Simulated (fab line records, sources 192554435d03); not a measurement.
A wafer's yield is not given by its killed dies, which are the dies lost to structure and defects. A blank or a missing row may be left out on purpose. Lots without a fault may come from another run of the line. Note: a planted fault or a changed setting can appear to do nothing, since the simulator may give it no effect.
Chamber matching || flow n5_finfet || pecvd-03 running N5_FIN_SAQP_PECVD_06: 3 sister chambers
The step deposits a-Si from SiH4/He, target thk 60 nm, time 48.1 s. 6 wafers are shown with their chamber, then 12 later ones without.

## EACH WAFER AND ITS CHAMBER
{"wafer": "L085.3", "chamber": 1, "throttle_valve_pct (%)": 18.2, "heater_power_w (W)": 812}
{"wafer": "L085.4", "chamber": 0, "throttle_valve_pct (%)": 20.1, "heater_power_w (W)": 822}
{"wafer": "L085.6", "chamber": 2, "throttle_valve_pct (%)": 17.7, "heater_power_w (W)": 756}
{"wafer": "L087.2", "chamber": 1, "throttle_valve_pct (%)": 18.2, "heater_power_w (W)": 945}
{"wafer": "L087.4", "chamber": 2, "throttle_valve_pct (%)": 18.0, "heater_power_w (W)": 761}
{"wafer": "L087.5", "chamber": 0, "throttle_valve_pct (%)": 20.5, "heater_power_w (W)": 794}

## WAFERS MISSING THEIR CHAMBER
{"wafer": "L093.1", "throttle_valve_pct (%)": 18.2, "heater_power_w (W)": 860}
{"wafer": "L093.2", "throttle_valve_pct (%)": 20.1, "heater_power_w (W)": 675}
{"wafer": "L093.3", "throttle_valve_pct (%)": 17.8, "heater_power_w (W)": 773}
{"wafer": "L093.4", "throttle_valve_pct (%)": 17.9, "heater_power_w (W)": 754}
{"wafer": "L093.5", "throttle_valve_pct (%)": 19.9, "heater_power_w (W)": 682}
{"wafer": "L093.6", "throttle_valve_pct (%)": 18.2, "heater_power_w (W)": 883}
{"wafer": "L097.1", "throttle_valve_pct (%)": 17.8, "heater_power_w (W)": 755}
{"wafer": "L097.2", "throttle_valve_pct (%)": 18.0, "heater_power_w (W)": 916}
{"wafer": "L097.3", "throttle_valve_pct (%)": 20.0, "heater_power_w (W)": 706}
{"wafer": "L097.4", "throttle_valve_pct (%)": 18.1, "heater_power_w (W)": 944}
{"wafer": "L097.5", "throttle_valve_pct (%)": 20.3, "heater_power_w (W)": 685}
{"wafer": "L097.6", "throttle_valve_pct (%)": 17.7, "heater_power_w (W)": 769}

## THE CHAMBER EACH PASSED THROUGH
{"wafer": "L093.1", "from the rows above": 1, "in truth": 1}
{"wafer": "L093.2", "from the rows above": 0, "in truth": 0}
{"wafer": "L093.3", "from the rows above": 2, "in truth": 2}
{"wafer": "L093.4", "from the rows above": 2, "in truth": 2}
{"wafer": "L093.5", "from the rows above": 0, "in truth": 0}
{"wafer": "L093.6", "from the rows above": 1, "in truth": 1}
{"wafer": "L097.1", "from the rows above": 2, "in truth": 2}
{"wafer": "L097.2", "from the rows above": "can't be placed: 1 or 2", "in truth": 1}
{"wafer": "L097.3", "from the rows above": 0, "in truth": 0}
{"wafer": "L097.4", "from the rows above": 1, "in truth": 1}
{"wafer": "L097.5", "from the rows above": 0, "in truth": 0}
{"wafer": "L097.6", "from the rows above": 2, "in truth": 2}
Correct placement for 11 of the 12. From these rows, 1 cannot be placed; in 1 the true chamber is one of the candidates. 0 placed wrongly.
How it was worked out, from the rows above alone: a wafer's distance from a chamber is the root of the sum, over the readings, of the square of ((its reading less the chamber's mean) divided by the reading's scatter). If the next closest chamber is less than 2 further off than the closest, the wafer can't be placed; otherwise it belongs to the closest. A chamber's mean is the mean of its shown wafers. How the scatter is found: for the shown wafers, subtract from each reading the mean of its chamber, square and add these, divide the total by (wafers less chambers), then take the root.
